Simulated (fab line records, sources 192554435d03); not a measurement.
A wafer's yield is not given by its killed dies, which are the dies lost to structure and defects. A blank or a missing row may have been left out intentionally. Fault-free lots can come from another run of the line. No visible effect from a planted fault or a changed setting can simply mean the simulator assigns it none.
Which tool was responsible? + flow n5_finfet + at 1 step of a route of 1938, 11 lots with 33 wafers sampled

WHAT THE GAUGES SHOWED, per wafer
N5_BEOL_M14_INSPECT_30: inspects for defects (macro).
| lot  | measured     | on                | raw_defect_count |
|------|--------------|-------------------|------------------|
| L827 | day 11 05:59 | defect_inspect-02 | 0 1 1            |
| L831 | day 12 07:03 | defect_inspect-02 | 2 1 4            |
| L833 | day 12 11:03 | defect_inspect-01 | 1 0 2            |
| L832 | day 12 13:26 | defect_inspect-02 | 0 5 1            |
| L836 | day 13 20:17 | defect_inspect-01 | 0 2 4            |
| L842 | day 15 06:44 | defect_inspect-02 | 2 3 5            |
| L844 | day 15 18:58 | defect_inspect-02 | 2 2 1            |
| L845 | day 16 03:14 | defect_inspect-01 | 0 2 3            |
| L846 | day 16 09:59 | defect_inspect-01 | 4 2 1            |
| L850 | day 17 05:47 | defect_inspect-01 | 1 4 2            |
| L848 | day 17 06:09 | defect_inspect-02 | 1 2 3            |

TOOL THAT RAN EACH LOT (tool first, then ch and the chambers of the sampled wafers, then the start)
The record holds no process step before these readings.

AS READ BY THE TOOLS THEMSELVES (means over the sampled wafers that have a number; for cases with no such wafer, the mark the record gives instead)
The record holds no such reading with a usual standard deviation.

THE ANSWER, worked out from the rows above alone
Rule: usual is defined by the lots themselves. The widest of any qualifying gaps counts: lots, ordered by their means at a reading, are off when they make up no more than a third of the lots, leave a main group of 4 or more, and stand apart from it by 3 or more times the standard deviation of that group's means. A main group whose means are all the same, to the digits that the tables above print for the reading, isn't used. A lot without any number at a reading at which 4 lots or more have one is off too. All remaining lots with rows at the step are treated as sound. Order of review: gauges by route order, followed by the tools' own readings, for which a lot's mean as printed above is used. The first step at which some lot is off is used, and at that step the reading that is off furthest; a lot without a number counts as furthest.
No lot is off at any reading shown: from this, nothing can be told.

WHAT WAS PUT IN BY THE SIMULATOR
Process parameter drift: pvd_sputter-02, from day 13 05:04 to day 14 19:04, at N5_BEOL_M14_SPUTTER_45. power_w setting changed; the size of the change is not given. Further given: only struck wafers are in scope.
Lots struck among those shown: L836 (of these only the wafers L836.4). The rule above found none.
